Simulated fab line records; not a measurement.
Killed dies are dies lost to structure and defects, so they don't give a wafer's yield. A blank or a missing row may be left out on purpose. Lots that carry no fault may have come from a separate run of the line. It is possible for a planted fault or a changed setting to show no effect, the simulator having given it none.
fab line records	flow n5_finfet
record lots=24	wafers=72	last_day=19
route steps=1938 shown GATE_CUT@474 MOL_CONTACT_COAG@527
lots that met no fault: taken from a fault-free run of the same line
start_h: the number of hours between the record's first day and the start of the first shown wafer of the lot	wait_h: hours since the lot's step before	" as in the row above	L1.1+2: several wafers, shown together as one row	- either no value or no given start	* or withheld: withheld	< > ~ a bound
route shown NAME@n: a module of which the file shows steps, and the number in the route of the first	usual: mean/standard deviation taken from wafers without a fault	same: alike in all rows	chamber/n: place in a boat	sites: each site's reading	_std_site: standard deviation of those values	_edge_site: mean of outer sites minus mean of inner sites	radius_mm: how far each site lies from the wafer's centre	mask NAME#n: copy n	behind: the tool/chamber that last shaped the wafer	hold: reason for holding the lot/hours on hold/outcome of the hold	device: names the non-switching transistor (n, p or np)	end of line: tests of these same wafers at the route's end	a step without rows: its recipe alone	killed: dies lost to structure and defects at the first sort, not the wafer's yield	map: shows each die of a wafer: x if killed, . if not, _ if none is there
set.NAME: setting as actually run; set.NAME@STEP: the setting as run at that earlier step	model.NAME: the simulator's own value behind a step, which no gauge read
the route's steps for a sample of lots (tables are steps, rows are wafers)
services: a tool's chamber out of use, with start hour (start_h, from the record's first day; less than 0 if before it), hours out, and reason
## steps
# step N5_GATE_CUT_PECVD_57
# recipe material=SiNx	target_thk_a=210	temp_c=400	precursor=SiH4/NH3/N2	pressure_torr=1.5	rf_w=300
# usual heater_power_w=730/71	showerhead_plenum_p_Torr=5.15/0.064	throttle_valve_pct=40.3/2.8
lot.wafer	tool	chamber	start_h	wait_h	heater_power_w	showerhead_plenum_p_Torr	throttle_valve_pct
L074.1	pecvd-04	2	82.25	1.1	781	5.00	37.3
L074.3	"	1	"	"	704	5.16	41.7
L074.5	"	0	"	"	780	5.14	40.2
L075.1	pecvd-04	1	90.67	1.1	703	5.17	41.3
L075.3	"	2	"	"	676	4.98	37.8
L075.6	"	0	"	"	854	5.15	40.4
L076.2	pecvd-01	1	96.87	1.1	751	5.12	37.2
L076.3	"	0	"	"	691	5.21	38.4
L076.5	"	0	"	"	707	5.21	38.6
L077.2	pecvd-01	2	100.54	1.1	643	5.21	42.6
L077.4	"	0	"	"	729	5.22	38.7
L077.6	"	2	"	"	644	5.23	42.4
L078.1	pecvd-03	0	108.32	1.1	878	5.17	45.3
L078.4	"	2	"	"	647	5.20	37.1
L078.6	"	0	"	"	906	5.17	45.2
L079.1	pecvd-04	0	114.96	1.1	788	5.15	40.2
L079.2	"	1	"	"	621	5.16	41.9
L079.4	"	1	"	"	619	5.17	41.4
L080.1	pecvd-01	2	120.05	1.1	722	5.22	42.5
L080.3	"	1	"	"	723	5.12	37.3
L080.4	"	2	"	"	730	5.21	42.7
L081.2	pecvd-03	2	123.44	1.1	757	5.19	36.9
L081.4	"	0	"	"	853	5.17	45.3
L081.6	"	1	"	"	616	5.11	44.1
L082.1	pecvd-04	2	132.69	1.1	703	4.99	37.8
L082.4	"	1	"	"	663	5.16	41.4
L082.6	"	0	"	"	778	5.16	40.1
L083.1	pecvd-03	1	139.10	1.1	631	5.13	44.0
L083.2	"	0	"	"	774	5.17	45.2
L083.5	"	2	"	"	670	5.19	37.2
L084.2	pecvd-03	0	145.19	1.1	870	5.17	45.1
L084.4	"	0	"	"	850	5.16	45.3
L084.5	"	0	"	"	891	5.16	45.4
L085.2	pecvd-04	0	151.48	1.1	851	5.15	40.1
L085.4	"	0	"	"	857	5.15	40.2
L085.6	"	2	"	"	803	4.99	37.7
L086.2	pecvd-04	0	158.09	1.1	812	5.15	40.2
L086.4	"	2	"	"	703	5.00	37.9
L086.5	"	0	"	"	795	5.15	40.1
L087.3	pecvd-01	2	161.85	1.1	684	5.23	42.4
L087.4	"	1	"	"	734	5.12	37.2
L087.5	"	2	"	"	707	5.22	42.5
L088.1	pecvd-01	2	163.72	1.1	671	5.22	42.6
L088.2	"	2	"	"	699	5.22	42.4
L088.5	"	2	"	"	690	5.22	42.6
L089.1	pecvd-01	1	171.40	1.1	652	5.11	37.0
L089.2	"	2	"	"	720	5.22	42.8
L089.4	"	1	"	"	656	5.10	37.2
L090.1	pecvd-03	1	177.59	1.1	724	5.12	44.1
L090.4	"	0	"	"	854	5.17	45.4
L090.6	"	2	"	"	712	5.19	37.4
L091.1	pecvd-03	1	183.51	1.1	694	5.13	44.0
L091.2	"	0	"	"	919	5.18	45.3
L091.4	"	2	"	"	734	5.19	37.4
L092.2	pecvd-04	2	190.59	1.1	765	5.00	37.8
L092.3	"	0	"	"	836	5.13	39.9
L092.5	"	1	"	"	766	5.16	41.6
L093.2	pecvd-04	0	195.83	1.1	880	5.14	40.1
L093.4	"	0	"	"	898	5.14	39.9
L093.6	"	2	"	"	710	5.00	37.8
L094.3	pecvd-01	0	203.34	1.1	638	5.21	38.9
L094.4	"	1	"	"	703	5.12	37.0
L094.5	"	1	"	"	694	5.12	37.2
L095.1	pecvd-01	1	207.55	1.1	721	5.11	37.1
L095.3	"	0	"	"	707	5.20	38.7
L095.4	"	1	"	"	737	5.10	37.0
L096.1	pecvd-01	1	219.69	1.1	748	5.10	37.0
L096.3	"	0	"	"	733	5.19	38.7
L096.4	"	1	"	"	736	5.12	37.3
L097.1	pecvd-01	1	222.52	1.1	622	5.10	37.1
L097.3	"	0	"	"	672	5.20	38.8
L097.6	"	1	"	"	612	5.11	37.2
# step N5_GATE_CUT_HM_DEP_46
# recipe material=SiO2	target_thk_a=1300	temp_c=400	precursor=TEOS/O2	pressure_torr=6.5	rf_w=900	teos_flow_sccm=161.4	gas=O2	flow_sccm=2650	time_s=26.6
# usual heater_power_w=535/66	showerhead_plenum_p_Torr=8.34/0.038	throttle_valve_pct=18.8/1.2
lot.wafer	tool	chamber	start_h	wait_h	heater_power_w	showerhead_plenum_p_Torr	throttle_valve_pct
L074.1	pecvd-04	1	82.65	0.0	412	8.36	19.5
L074.3	"	0	"	"	640	8.35	18.7
L074.5	"	0	"	"	664	8.34	18.9
L075.1	pecvd-03	1	91.08	0.0	512	8.34	20.7
L075.3	"	0	"	"	653	8.36	21.1
L075.6	"	2	"	"	398	8.39	17.3
L076.2	pecvd-03	0	97.28	0.0	577	8.37	21.1
L076.3	"	1	"	"	513	8.35	20.2
L076.5	"	1	"	"	515	8.33	20.3
L077.2	pecvd-04	0	100.95	0.0	660	8.35	18.9
L077.4	"	0	"	"	662	8.33	18.9
L077.6	"	1	"	"	528	8.36	19.5
L078.1	pecvd-04	0	108.73	0.0	581	8.35	18.7
L078.4	"	2	"	"	578	8.28	17.4
L078.6	"	1	"	"	418	8.36	19.4
L079.1	pecvd-04	1	115.36	0.0	486	8.35	19.2
L079.2	"	2	"	"	586	8.27	17.7
L079.4	"	1	"	"	497	8.36	19.1
L080.1	pecvd-03	2	120.45	0.0	525	8.38	17.2
L080.3	"	0	"	"	637	8.35	21.0
L080.4	"	1	"	"	539	8.37	20.6
L081.2	pecvd-04	0	123.84	0.0	628	8.32	18.9
L081.4	"	1	"	"	484	8.38	19.1
L081.6	"	0	"	"	644	8.35	18.9
L082.1	pecvd-04	2	133.10	0.0	506	8.27	17.6
L082.4	"	0	"	"	665	8.32	18.6
L082.6	"	1	"	"	492	8.37	19.5
L083.1	pecvd-03	0	139.51	0.0	665	8.36	21.4
L083.2	"	1	"	"	501	8.33	20.7
L083.5	"	2	"	"	527	8.38	17.1
L084.2	pecvd-04	2	145.62	0.0	565	8.27	17.3
L084.4	"	1	"	"	524	8.35	19.4
L084.5	"	0	"	"	592	8.34	18.8
L085.2	pecvd-03	1	151.89	0.0	515	8.33	20.4
L085.4	"	1	"	"	519	8.32	20.5
L085.6	"	0	"	"	552	8.37	21.0
L086.2	pecvd-04	1	158.50	0.0	478	8.37	19.4
L086.4	"	1	"	"	489	8.35	19.5
L086.5	"	0	"	"	556	8.34	18.9
L087.3	pecvd-01	2	162.31	0.1	468	8.39	19.8
L087.4	"	1	"	"	541	8.33	17.4
L087.5	"	1	"	"	524	8.34	17.4
L088.1	pecvd-01	2	164.22	0.0	422	8.38	20.0
L088.2	"	2	"	"	409	8.38	20.1
L088.5	"	2	"	"	444	8.38	19.7
L089.1	pecvd-04	1	171.84	0.0	553	8.35	19.4
L089.2	"	0	"	"	608	8.34	18.6
L089.4	"	1	"	"	412	8.37	18.9
L090.1	pecvd-03	0	177.99	0.0	601	8.37	21.3
L090.4	"	0	"	"	633	8.38	21.1
L090.6	"	2	"	"	501	8.35	17.5
L091.1	pecvd-04	2	183.91	0.0	578	8.29	17.8
L091.2	"	0	"	"	566	8.33	18.7
L091.4	"	2	"	"	568	8.26	17.6
L092.2	pecvd-01	2	191.00	0.0	461	8.37	20.0
L092.3	"	0	"	"	478	8.38	17.9
L092.5	"	2	"	"	459	8.38	19.8
L093.2	pecvd-04	2	196.24	0.0	587	8.27	17.6
L093.4	"	1	"	"	537	8.36	19.6
L093.6	"	2	"	"	582	8.28	17.6
L094.3	pecvd-04	2	203.75	0.0	490	8.26	17.9
L094.4	"	2	"	"	482	8.27	17.8
L094.5	"	1	"	"	540	8.36	19.2
L095.1	pecvd-01	0	207.98	0.0	506	8.37	18.1
L095.3	"	1	"	"	526	8.32	17.2
L095.4	"	0	"	"	532	8.39	18.0
L096.1	pecvd-01	0	220.12	0.0	549	8.38	18.1
L096.3	"	0	"	"	405	8.41	18.3
L096.4	"	1	"	"	502	8.34	17.2
L097.1	pecvd-04	1	222.96	0.0	484	8.35	19.5
L097.3	"	0	"	"	639	8.33	18.7
L097.6	"	2	"	"	559	8.28	17.5
# step N5_GATE_CUT_ETCH_36
# recipe chemistry=CF4	target=SiARC	target_depth_a=130	mask_material=CAR-EUV	time_s=21.7	ion_energy_ev=80	pressure_mtorr=40	source_w=545	bias_w=36	Ar_flow_sccm=100	cf4_flow_sccm=100	ends=cleared
# usual drypump_motor_current_A=5.8/0.56	etch_rf_on_time_s=21.7/0.67	oes_product_au=0.70/0.075	rf_vpp_V=183.9/1.1	showerhead_plenum_p_Torr=2.12/0.057	throttle_valve_pct=15.61/0.19
lot.wafer	tool	chamber	start_h	wait_h	drypump_motor_current_A	etch_rf_on_time_s	oes_product_au	rf_hours_counter_h	rf_vpp_V	showerhead_plenum_p_Torr	throttle_valve_pct
L074.1	rie_diel-02	3	83.17	0.0	6.8	21.1	0.72	67	181.1	2.09	15.85
L074.3	"	2	"	"	6.5	22.4	0.72	47	183.3	2.09	15.33
L074.5	"	2	"	"	6.5	22.6	0.71	-	184.6	2.09	15.35
L075.1	rie_diel-06	3	91.73	0.0	4.9	22.7	0.65	125	185.0	2.15	15.66
L075.3	"	0	"	"	6.4	21.5	0.60	243	183.6	2.19	15.86
L075.6	"	0	"	"	6.5	21.6	0.60	-	183.6	2.19	15.84
L076.2	rie_diel-04	0	97.84	0.0	6.0	21.1	0.85	6	183.8	2.12	15.47
L076.3	"	1	"	"	5.2	20.5	0.81	15	185.1	2.17	15.52
L076.5	"	1	"	"	5.2	20.8	0.81	-	184.1	2.17	15.52
L077.2	rie_diel-04	0	101.82	0.0	6.0	21.7	0.84	7	182.4	2.12	15.46
L077.4	"	1	"	"	5.1	20.8	0.79	15	184.8	2.17	15.51
L077.6	"	3	"	"	5.6	21.6	0.70	-	182.8	2.08	15.69
L078.1	rie_diel-06	2	109.37	0.0	5.6	21.0	0.69	115	184.3	2.06	15.70
L078.4	"	3	"	"	4.9	22.5	0.64	130	183.3	2.15	15.67
L078.6	"	1	"	"	6.0	22.0	0.62	-	184.3	2.22	15.89
L079.1	rie_diel-04	2	115.88	0.0	5.2	22.4	0.61	177	182.8	2.04	15.65
L079.2	"	0	"	"	6.0	21.2	0.83	11	183.2	2.12	15.48
L079.4	"	3	"	"	5.6	21.5	0.70	105	181.9	2.08	15.70
L080.1	rie_diel-02	1	121.20	0.0	6.4	21.1	0.66	143	183.6	2.22	15.33
L080.3	"	2	"	"	6.5	22.7	0.70	58	183.7	2.09	15.37
L080.4	"	1	"	"	6.4	21.2	0.66	-	186.2	2.22	15.31
L081.2	rie_diel-06	1	124.40	0.0	6.0	22.1	0.61	184	184.4	2.21	15.93
L081.4	"	1	"	"	6.0	22.1	0.61	-	184.6	2.21	15.91
L081.6	"	3	"	"	4.9	22.6	0.64	-	183.3	2.15	15.68
L082.1	rie_diel-04	3	133.61	0.0	5.6	21.6	0.68	110	183.2	2.08	15.70
L082.4	"	1	"	"	5.1	20.6	0.78	25	185.7	2.17	15.53
L082.6	"	0	"	"	6.0	21.4	0.81	-	183.6	2.12	15.48
L083.1	rie_diel-02	1	140.02	0.0	6.4	21.3	0.65	148	185.6	2.22	15.32
L083.2	"	2	"	"	6.5	22.6	0.69	64	183.8	2.09	15.39
L083.5	"	2	"	"	6.5	22.4	0.70	-	183.6	2.09	15.38
L084.2	rie_diel-04	3	146.13	0.0	5.6	21.6	0.68	114	182.3	2.07	15.71
L084.4	"	1	"	"	5.1	20.9	0.78	28	186.1	2.16	15.53
L084.5	"	0	"	"	6.0	21.4	0.81	-	184.2	2.12	15.49
L085.2	rie_diel-06	2	152.53	0.0	5.7	21.6	0.67	129	183.6	2.06	15.71
L085.4	"	0	"	"	6.5	20.9	0.82	5	184.6	2.19	15.33
L085.6	"	3	"	"	4.9	22.9	0.63	-	185.1	2.15	15.70
L086.2	rie_diel-02	3	159.01	0.0	6.8	21.5	0.70	86	185.2	2.08	15.88
L086.4	"	2	"	"	6.5	22.7	0.68	70	183.7	2.09	15.39
L086.5	"	3	"	"	6.8	21.4	0.70	-	182.7	2.08	15.90
L087.3	rie_diel-04	2	162.82	0.0	5.2	22.4	0.60	191	183.3	2.04	15.67
L087.4	"	3	"	"	5.6	21.4	0.69	119	182.4	2.07	15.72
L087.5	"	1	"	"	5.1	20.7	0.77	-	185.0	2.16	15.54
L088.1	rie_diel-04	3	164.81	0.0	5.6	21.6	0.68	119	184.9	2.07	15.73
L088.2	"	2	"	"	5.2	22.4	0.60	191	182.6	2.04	15.68
L088.5	"	1	"	"	5.1	21.1	0.77	-	183.8	2.16	15.55
L089.1	rie_diel-06	3	172.50	0.0	5.0	23.0	0.62	151	183.4	2.15	15.71
L089.2	"	0	"	"	6.5	21.0	0.80	11	184.7	2.18	15.36
L089.4	"	1	"	"	6.0	22.4	0.60	196	185.3	2.21	15.94
L090.1	rie_diel-06	1	178.75	0.0	6.0	22.2	0.60	198	183.8	2.21	15.93
L090.4	"	2	"	"	5.7	21.1	0.66	137	182.8	2.05	15.73
L090.6	"	1	"	"	6.0	22.0	0.61	-	185.5	2.21	15.94
L091.1	rie_diel-04	1	184.57	0.0	5.1	20.9	0.76	40	184.0	2.16	15.56
L091.2	"	2	"	"	5.2	22.5	0.59	198	183.4	2.04	15.71
L091.4	"	0	"	"	6.0	21.5	0.78	31	184.2	2.12	15.52
L092.2	rie_diel-06	0	191.93	0.0	6.5	20.9	0.79	17	183.8	2.18	15.37
L092.3	"	3	"	"	4.9	22.9	0.62	157	183.4	2.14	15.72
L092.5	"	3	"	"	4.9	22.8	0.62	-	184.2	2.14	15.72
L093.2	rie_diel-04	2	196.86	0.0	5.2	22.8	0.59	202	182.8	2.04	15.70
L093.4	"	0	"	"	6.0	21.6	0.77	35	181.9	2.11	15.53
L093.6	"	3	"	"	5.6	21.6	0.67	-	183.1	2.07	15.73
L094.3	rie_diel-04	3	204.65	0.0	5.6	21.3	0.67	132	183.9	2.07	15.76
L094.4	"	2	"	"	5.2	22.4	0.59	203	182.6	2.04	15.69
L094.5	"	3	"	"	5.6	21.4	0.67	-	181.9	2.07	15.75
L095.1	rie_diel-04	3	208.68	0.0	5.6	21.4	0.67	133	184.9	2.07	15.73
L095.3	"	1	"	"	5.1	20.9	0.75	48	184.6	2.16	15.57
L095.4	"	2	"	"	5.2	22.7	0.59	205	182.9	2.03	15.70
L096.1	rie_diel-02	3	223.90	0.0	6.8	21.7	0.68	105	184.0	2.07	15.93
L096.3	"	0	"	"	5.4	21.6	0.73	66	183.6	2.15	15.34
L096.4	"	2	"	"	6.5	22.8	0.66	86	183.2	2.08	15.41
L097.1	rie_diel-06	2	224.30	0.0	5.7	21.2	0.66	150	182.7	2.05	15.74
L097.3	"	0	"	"	6.5	21.0	0.77	26	183.0	2.18	15.41
L097.6	"	0	"	"	6.5	21.0	0.76	-	184.3	2.18	15.39
# step N5_GATE_CUT_CUT_ETCH_54
# recipe chemistry=Cl2/BCl3	target=TiN	mask_material=SiO2	target_depth_a=967	pressure_mtorr=10	icp_w=1000	bias_w=126	Cl2_flow_sccm=53.25	bcl3_flow_sccm=21.75	Ar_flow_sccm=25	ends=cleared
# usual drypump_motor_current_A=5.6/0.35	etch_rf_on_time_s=36.9/0.88	oes_product_au=0.63/0.041	throttle_valve_pct=22.4/0.33
lot.wafer	tool	chamber	start_h	wait_h	drypump_motor_current_A	etch_rf_on_time_s	oes_product_au	rf_hours_counter_h	throttle_valve_pct
L074.1	rie_metal-02	0	83.56	0.0	6.0	37.1	0.61	93	23.1
L074.3	"	0	"	"	6.0	36.9	0.61	-	23.1
L074.5	"	0	"	"	6.0	36.9	0.61	-	23.0
L075.1	rie_metal-01	0	92.19	0.1	5.6	36.3	0.61	76	22.4
L075.3	"	0	"	"	5.6	36.0	0.62	-	22.4
L075.6	"	0	"	"	5.5	35.9	0.62	-	22.4
L076.2	rie_metal-03	0	98.24	0.0	5.3	37.8	0.58	101	22.7
L076.3	"	0	"	"	5.3	37.7	0.58	-	22.7
L076.5	"	1	"	"	6.0	35.7	0.73	-	22.2
L077.2	rie_metal-02	1	102.22	0.0	5.1	36.7	0.64	79	22.2
L077.4	"	1	"	"	5.1	36.6	0.63	-	22.2
L077.6	"	1	"	"	5.1	36.4	0.64	-	22.2
L078.1	rie_metal-01	1	109.77	0.0	5.3	38.3	0.64	53	22.1
L078.4	"	0	"	"	5.6	36.2	0.62	-	22.4
L078.6	"	0	"	"	5.6	36.3	0.61	-	22.4
L079.1	rie_metal-01	1	116.27	0.0	5.4	38.4	0.64	54	22.1
L079.2	"	0	"	"	5.6	36.2	0.61	79	22.4
L079.4	"	0	"	"	5.5	36.1	0.62	-	22.4
L080.1	rie_metal-01	0	121.59	0.0	5.6	36.3	0.62	79	22.4
L080.3	"	0	"	"	5.6	36.2	0.61	-	22.4
L080.4	"	1	"	"	5.3	37.9	0.64	-	22.1
L081.2	rie_metal-01	1	124.80	0.0	5.3	38.5	0.64	55	22.1
L081.4	"	1	"	"	5.3	38.3	0.63	-	22.1
L081.6	"	0	"	"	5.6	36.3	0.61	-	22.4
L082.1	rie_metal-02	1	134.01	0.0	5.1	36.6	0.63	82	22.2
L082.4	"	0	"	"	6.0	37.1	0.60	-	23.1
L082.6	"	0	"	"	6.0	36.9	0.60	-	23.1
L083.1	rie_metal-01	0	140.42	0.0	5.6	36.4	0.61	80	22.4
L083.2	"	1	"	"	5.3	38.7	0.63	56	22.1
L083.5	"	1	"	"	5.3	38.7	0.63	-	22.1
L084.2	rie_metal-01	1	146.53	0.0	5.3	38.3	0.64	57	22.1
L084.4	"	1	"	"	5.3	38.3	0.63	-	22.1
L084.5	"	1	"	"	5.3	38.2	0.64	-	22.1
L085.2	rie_metal-01	1	152.93	0.0	5.3	38.3	0.63	57	22.1
L085.4	"	0	"	"	5.6	35.9	0.61	-	22.4
L085.6	"	1	"	"	5.3	38.1	0.64	-	22.1
L086.2	rie_metal-03	1	159.49	0.1	6.0	36.0	0.72	-	22.2
L086.4	"	1	"	"	6.1	36.3	0.72	-	22.2
L086.5	"	1	"	"	6.0	36.2	0.72	-	22.2
L087.3	rie_metal-02	1	163.24	0.0	5.1	36.5	0.63	-	22.2
L087.4	"	0	"	"	6.0	37.2	0.60	-	23.1
L087.5	"	0	"	"	6.0	37.2	0.60	-	23.1
L088.1	rie_metal-02	1	165.21	0.0	5.1	36.7	0.63	84	22.2
L088.2	"	0	"	"	6.0	36.8	0.60	99	23.1
L088.5	"	1	"	"	5.1	36.5	0.62	-	22.2
L089.1	rie_metal-03	1	172.99	0.1	6.0	35.8	0.71	35	22.2
L089.2	"	1	"	"	6.0	35.6	0.72	-	22.2
L089.4	"	1	"	"	6.0	35.6	0.72	-	22.2
L090.1	rie_metal-02	1	179.15	0.0	5.1	36.2	0.63	86	22.2
L090.4	"	1	"	"	5.1	36.3	0.62	-	22.2
L090.6	"	0	"	"	6.0	36.8	0.60	-	23.1
L091.1	rie_metal-01	0	184.97	0.0	5.6	36.6	0.60	86	22.4
L091.2	"	1	"	"	5.3	38.2	0.63	61	22.1
L091.4	"	1	"	"	5.3	38.3	0.62	-	22.1
L092.2	rie_metal-01	1	192.33	0.0	5.3	38.4	0.63	62	22.1
L092.3	"	0	"	"	5.6	36.4	0.60	-	22.4
L092.5	"	1	"	"	5.3	38.1	0.62	-	22.1
L093.2	rie_metal-01	0	197.26	0.0	5.5	36.5	0.60	87	22.4
L093.4	"	0	"	"	5.6	36.6	0.60	-	22.4
L093.6	"	0	"	"	5.6	36.1	0.60	-	22.4
L094.3	rie_metal-02	1	205.07	0.0	5.1	36.6	0.62	-	22.2
L094.4	"	0	"	"	6.0	37.6	0.59	-	23.1
L094.5	"	1	"	"	5.1	36.8	0.62	-	22.2
L095.1	rie_metal-03	1	209.08	0.0	6.0	36.2	0.71	37	22.2
L095.3	"	0	"	"	5.3	38.0	0.57	-	22.7
L095.4	"	1	"	"	6.0	35.9	0.71	-	22.2
L096.1	rie_metal-02	1	224.30	0.0	5.1	36.7	0.61	90	22.2
L096.3	"	0	"	"	6.0	37.4	0.59	-	23.1
L096.4	"	1	"	"	5.1	36.8	0.61	-	22.2
L097.1	rie_metal-03	0	224.69	0.0	5.3	37.1	0.58	109	22.7
L097.3	"	0	"	"	5.3	37.6	0.57	-	22.7
L097.6	"	1	"	"	6.0	35.6	0.71	-	22.3
# step N5_GATE_CUT_VAPOR_ETCH_51
# recipe chemistry=BCl3/Cl2	target=HfO2	mode=isotropic
# usual drypump_motor_current_A=5.6/0.35	oes_product_au=0.70/0.043
lot.wafer	tool	chamber	start_h	wait_h	drypump_motor_current_A	oes_product_au
L074.1	rie_metal-02	0	83.74	0.0	6.0	0.69
L074.3	"	0	"	"	6.0	0.69
L074.5	"	0	"	"	6.0	0.69
L075.1	rie_metal-01	0	92.55	0.1	5.6	0.68
L075.3	"	0	"	"	5.6	0.68
L075.6	"	0	"	"	5.6	0.68
L076.2	rie_metal-03	0	98.42	0.0	5.3	0.65
L076.3	"	0	"	"	5.3	0.65
L076.5	"	1	"	"	6.0	0.82
L077.2	rie_metal-02	1	102.40	0.0	5.1	0.70
L077.4	"	1	"	"	5.1	0.70
L077.6	"	1	"	"	5.1	0.69
L078.1	rie_metal-01	1	109.95	0.0	5.3	0.72
L078.4	"	0	"	"	5.5	0.67
L078.6	"	0	"	"	5.6	0.69
L079.1	rie_metal-01	1	116.45	0.0	5.3	0.72
L079.2	"	0	"	"	5.5	0.67
L079.4	"	0	"	"	5.6	0.67
L080.1	rie_metal-01	0	121.77	0.0	5.6	0.67
L080.3	"	0	"	"	5.6	0.67
L080.4	"	1	"	"	5.3	0.72
L081.2	rie_metal-01	1	124.98	0.0	5.3	0.71
L081.4	"	1	"	"	5.3	0.71
L081.6	"	0	"	"	5.6	0.67
L082.1	rie_metal-02	1	134.19	0.0	5.1	0.69
L082.4	"	0	"	"	6.1	0.68
L082.6	"	0	"	"	6.0	0.68
L083.1	rie_metal-01	0	140.60	0.0	5.6	0.66
L083.2	"	1	"	"	5.3	0.71
L083.5	"	1	"	"	5.3	0.72
L084.2	rie_metal-01	1	146.71	0.0	5.3	0.71
L084.4	"	1	"	"	5.3	0.71
L084.5	"	1	"	"	5.3	0.70
L085.2	rie_metal-01	1	153.11	0.0	5.3	0.71
L085.4	"	0	"	"	5.6	0.67
L085.6	"	1	"	"	5.3	0.71
L086.2	rie_metal-03	1	159.84	0.1	6.0	0.78
L086.4	"	1	"	"	6.0	0.80
L086.5	"	1	"	"	6.0	0.79
L087.3	rie_metal-02	1	163.41	0.0	5.1	0.69
L087.4	"	0	"	"	6.0	0.68
L087.5	"	0	"	"	6.0	0.67
L088.1	rie_metal-02	1	165.39	0.0	5.1	0.70
L088.2	"	0	"	"	6.0	0.68
L088.5	"	1	"	"	5.1	0.69
L089.1	rie_metal-03	1	173.47	0.1	6.0	0.79
L089.2	"	1	"	"	6.0	0.79
L089.4	"	1	"	"	6.0	0.79
L090.1	rie_metal-02	1	179.33	0.0	5.1	0.69
L090.4	"	1	"	"	5.1	0.70
L090.6	"	0	"	"	6.0	0.67
L091.1	rie_metal-01	0	185.15	0.0	5.6	0.65
L091.2	"	1	"	"	5.3	0.70
L091.4	"	1	"	"	5.3	0.70
L092.2	rie_metal-01	1	192.51	0.0	5.3	0.70
L092.3	"	0	"	"	5.6	0.66
L092.5	"	1	"	"	5.3	0.70
L093.2	rie_metal-01	0	197.44	0.0	5.5	0.66
L093.4	"	0	"	"	5.6	0.67
L093.6	"	0	"	"	5.6	0.66
L094.3	rie_metal-02	1	205.24	0.0	5.1	0.68
L094.4	"	0	"	"	6.0	0.66
L094.5	"	1	"	"	5.1	0.68
L095.1	rie_metal-03	1	209.26	0.0	6.1	0.78
L095.3	"	0	"	"	5.3	0.64
L095.4	"	1	"	"	6.0	0.78
L096.1	rie_metal-02	1	224.48	0.0	5.1	0.68
L096.3	"	0	"	"	6.0	0.66
L096.4	"	1	"	"	5.1	0.68
L097.1	rie_metal-03	0	224.87	0.0	5.3	0.64
L097.3	"	0	"	"	5.3	0.64
L097.6	"	1	"	"	6.0	0.78
# step N5_MOL_CONTACT_COAG_OVL_MEAS_09
# recipe points_per_wafer=522
# usual CA_OVL=-0.1/0.66
lot.wafer	tool	chamber	start_h	wait_h	CA_OVL[nm]
L074.1	overlay-01	0	86.80	0.0	0.2
L074.3	"	0	"	"	0.5
L074.5	"	0	"	"	0.7
L075.1	overlay-01	0	95.69	0.0	0.2
L075.3	"	0	"	"	-0.1
L075.6	"	0	"	"	-0.7
L076.2	overlay-02	0	101.70	0.0	0.3
L076.3	"	0	"	"	0.5
L076.5	"	0	"	"	0.1
L077.2	overlay-01	0	105.61	0.0	0.1
L077.4	"	0	"	"	-0.1
L077.6	"	0	"	"	0.1
L078.1	overlay-02	0	113.46	0.0	0.7
L078.4	"	0	"	"	0.1
L078.6	"	0	"	"	0.2
L079.1	overlay-02	0	119.51	0.0	0.0
L079.2	"	0	"	"	0.9
L079.4	"	0	"	"	0.1
L080.1	overlay-02	0	124.84	0.0	-0.2
L080.3	"	0	"	"	-1.4
L080.4	"	0	"	"	-0.5
L081.2	overlay-02	0	128.05	0.0	-0.6
L081.4	"	0	"	"	-1.8
L081.6	"	0	"	"	-0.6
L082.1	overlay-02	0	137.38	0.0	-0.9
L082.4	"	0	"	"	0.3
L082.6	"	0	"	"	-0.2
L083.1	overlay-02	0	144.14	0.0	-0.8
L083.2	"	0	"	"	0.2
L083.5	"	0	"	"	-0.1
L084.2	overlay-02	0	149.77	0.0	-0.2
L084.4	"	0	"	"	-0.5
L084.5	"	0	"	"	-0.6
L085.2	overlay-01	0	156.29	0.0	1.4
L085.4	"	0	"	"	-0.4
L085.6	"	0	"	"	0.1
L086.2	overlay-01	0	163.05	0.0	0.1
L086.4	"	0	"	"	0.3
L086.5	"	0	"	"	0.3
L087.3	overlay-02	0	166.57	0.0	-0.1
L087.4	"	0	"	"	0.5
L087.5	"	0	"	"	-0.8
L088.1	overlay-02	0	168.57	0.0	-0.2
L088.2	"	0	"	"	-0.1
L088.5	"	0	"	"	-0.2
L089.1	overlay-01	0	176.62	0.0	0.2
L089.2	"	0	"	"	-0.2
L089.4	"	0	"	"	-0.9
L090.1	overlay-02	0	182.52	0.0	0.9
L090.4	"	0	"	"	-0.1
L090.6	"	0	"	"	0.5
L091.1	overlay-01	0	188.33	0.0	0.5
L091.2	"	0	"	"	0.6
L091.4	"	0	"	"	1.7
L092.2	overlay-02	0	195.70	0.0	-0.1
L092.3	"	0	"	"	-0.4
L092.5	"	0	"	"	0.3
L093.2	overlay-01	0	200.64	0.0	-0.5
L093.4	"	0	"	"	-0.1
L093.6	"	0	"	"	0.2
L094.3	overlay-02	0	209.49	0.0	-1.2
L094.4	"	0	"	"	-0.4
L094.5	"	0	"	"	-0.4
L095.1	overlay-02	0	212.31	0.0	-1.1
L095.3	"	0	"	"	0.1
L095.4	"	0	"	"	0.2
L096.1	overlay-01	0	227.66	0.0	-0.6
L096.3	"	0	"	"	0.7
L096.4	"	0	"	"	0.7
L097.1	overlay-02	0	228.57	0.0	-0.8
L097.3	"	0	"	"	-1.3
L097.6	"	0	"	"	0.5
## services
tool	chamber	start_h	hours	kind
pecvd-03	2	60.79	13.5	repair
pecvd-01	2	62.09	2.1	scheduled_down
rie_diel-04	3	65.13	6.8	repair
rie_metal-02	1	67.03	2.7	repair
rie_metal-01	0	71.79	11.8	repair
pecvd-04	1	75.64	5.5	scheduled_down
pecvd-01	1	90.08	2.1	scheduled_down
rie_metal-03	-	90.43	0.1	repair
rie_metal-01	1	90.52	6.2	repair
rie_diel-02	3	119.82	11.3	repair
pecvd-03	-	120.84	0.8	pm
rie_diel-02	-	136.73	2.7	repair
pecvd-03	2	142.11	7.6	repair
rie_diel-04	-	153.50	0.6	repair
pecvd-03	-	154.55	6.0	pm
pecvd-01	0	157.27	29.6	repair
rie_diel-06	1	160.12	7.3	repair
pecvd-04	2	168.05	5.5	scheduled_down
pecvd-04	1	177.63	6.5	repair
pecvd-01	-	180.22	1.5	repair
rie_diel-02	2	188.45	8.4	repair
rie_metal-03	-	194.96	0.5	repair
rie_diel-06	1	198.28	9.6	repair
rie_diel-04	-	216.50	0.6	repair
## key
fault none
